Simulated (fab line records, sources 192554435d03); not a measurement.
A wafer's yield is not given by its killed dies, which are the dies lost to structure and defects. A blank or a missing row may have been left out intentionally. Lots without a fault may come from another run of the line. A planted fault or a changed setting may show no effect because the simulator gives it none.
Matching of chambers -- flow n5Finfet -- N5_BEOL_M5_ETCH_62 on rieDiel-01 has 4 sister chambers
The step etches SOC in N2/H2, target depth 75 nm, overetch 15 nm, time 112.5 s. 8 wafers are shown with their chamber, then 10 later ones without.

== WAFERS WITH THEIR CHAMBER ==
wafer,chamber,showerheadPlenumPTorr (Torr),throttleValvePct (%)
L075.6,3,2.57,17.2
L082.2,0,2.70,17.7
L082.3,2,2.46,17.5
L087.1,2,2.46,17.6
L087.2,1,2.41,18.2
L087.4,0,2.70,17.7
L093.1,3,2.56,17.3
L093.5,1,2.40,18.2

== WAFERS WITHOUT THEIR CHAMBER ==
wafer,showerheadPlenumPTorr (Torr),throttleValvePct (%)
L093.6,2.45,17.6
L094.2,2.45,17.6
L094.3,2.69,17.7
L094.5,2.56,17.3
L096.1,2.69,17.8
L096.3,2.45,17.6
L096.5,2.56,17.3
L095.1,2.45,17.6
L095.2,2.56,17.3
L095.4,2.40,18.2

== THE CHAMBER EACH PASSED THROUGH ==
wafer,from the rows above,in truth
L093.6,2,2
L094.2,2,2
L094.3,0,0
L094.5,3,3
L096.1,0,0
L096.3,2,2
L096.5,3,3
L095.1,2,2
L095.2,3,3
L095.4,1,1
Placed correctly: 10 of 10. Can't be placed from these rows: 0. Number placed wrongly: 0.
How it was worked out, from the rows above alone: a wafer's distance from a chamber is the root of the sum, over the readings, of the square of ((its reading less the chamber's mean) divided by the reading's scatter). The wafer belongs to the nearest chamber; if the next one is less than 2 further off, it can't be placed. The mean given for a chamber averages the wafers shown for that chamber. The scatter is the square root of a quotient: the sum, over the shown wafers, of each reading's squared deviation from its chamber's mean, divided by wafers minus chambers.
